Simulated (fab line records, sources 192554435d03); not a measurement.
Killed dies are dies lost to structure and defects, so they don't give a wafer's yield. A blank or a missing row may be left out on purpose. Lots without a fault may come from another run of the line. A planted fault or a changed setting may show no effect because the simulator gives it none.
Problem report in the 8D (eight disciplines) form, filled by code | flow n5_finfet | the parts of the form that need people (team, actions taken, sign-off) are left out

1. THE PROBLEM
bias_w at N5_MOL_CONTACT_COAG_ETCH_110 reads a mean of 8.83 W on 1 wafer of 1 lot; wafers without a fault read 11.99 W with a standard deviation of 0.037. That is -85 standard deviations from the usual mean.
The step: etches Si in CF4/O2, target depth 2.5 nm, time 8 s.
First seen on wafer L644.6, day 6 00:37, on rie_diel-03. The record holds 30 wafers of 10 lots with a number at this step. Rule for "out", or "out of limits": more than 4 standard deviations from the usual mean. The other wafers with a number count as sound.

2. WHAT IT IS AND WHAT IT IS NOT
question                    | is               | is not
which readings at this step | bias_w, rf_vpp_V | drypump_motor_current_A, oes_product_au, showerhead_plenum_p_Torr, throttle_valve_pct
which lots                  | L644             | L640, L653, L654, L655, L656, L657, L658, L660, L661
which wafers of those lots  | L644.6           | L644.1, L644.2
read on which tools         | rie_diel-03      | rie_diel-02
when                        | from day 6 00:37 | up to then (5 sound wafers); but 24 sound wafers of L653, L654, L655, L656, L657, L658, L660, L661 came after

3. SUSPECTS, AND WHAT RULES EACH OUT
Counting: a tool at a process step up to the reading stays a suspect if it ran every lot that is out. Sound lots after the first of them don't rule it out here, since some wafers of a struck lot are sound.
- cmp-04 at N5_GATE_CUT_CMP_43 (polishes SiO2): kept. It ran the lot that is out, L644 (day 5 23:05).
- rie_diel-03 at N5_MOL_CONTACT_COAG_ETCH_110 (etches Si in CF4/O2, target depth 2.5 nm, time 8 s): kept. It ran the lot that is out, L644 (day 6 00:37); its last sound lot up to then is L640 (day 5 02:50). Its own readings are out on those wafers: bias_w, rf_vpp_V.
- Within cmp-04 at N5_GATE_CUT_CMP_43: the wafers that are out ran in chamber 3; their sound lot-mates ran in chambers 0, 2.
- Within rie_diel-03 at N5_MOL_CONTACT_COAG_ETCH_110: the wafers that are out ran in chamber 0; their sound lot-mates ran in chambers 2, 3.
Left after counting: cmp-04 at N5_GATE_CUT_CMP_43, rie_diel-03 at N5_MOL_CONTACT_COAG_ETCH_110.

4. THE CAUSE (what the simulator had put in)
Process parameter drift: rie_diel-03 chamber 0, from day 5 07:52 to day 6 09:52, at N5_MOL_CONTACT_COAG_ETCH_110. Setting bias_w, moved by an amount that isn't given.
Counting left 2 suspects, and this tool is among them.

5. THE CHAIN OF EFFECTS, in route order
Each row: a reading whose mean over the struck wafers that have a number lies more than 3 standard deviations from the usual. Only readings for which the record gives a usual standard deviation are gone through. hours: the time from each lot's start at the first step in this table that gives one to its start at this step, as a median over the lots. sigmas: the change in usual standard deviations.
hours | step                         | reading  | usual   | on struck wafers | change | sigmas
0     | N5_MOL_CONTACT_COAG_ETCH_110 | bias_w   | 11.99 W | 8.83             | -3.16  | -85
0     | N5_MOL_CONTACT_COAG_ETCH_110 | rf_vpp_V | 129 V   | 95               | -34    | -11
The process steps in it:
- N5_MOL_CONTACT_COAG_ETCH_110: etches Si in CF4/O2, target depth 2.5 nm, time 8 s.
Later measuring or inspecting steps at which every struck wafer that the step has a row for has a number for every such reading, and none has moved that far: N5_BEOL_M4_RC_MEAS_101.

6. WHAT WOULD HAVE CAUGHT IT SOONER
In this record the first reading out of limits was taken at day 6 00:37, 17 hours after the fault began at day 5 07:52.
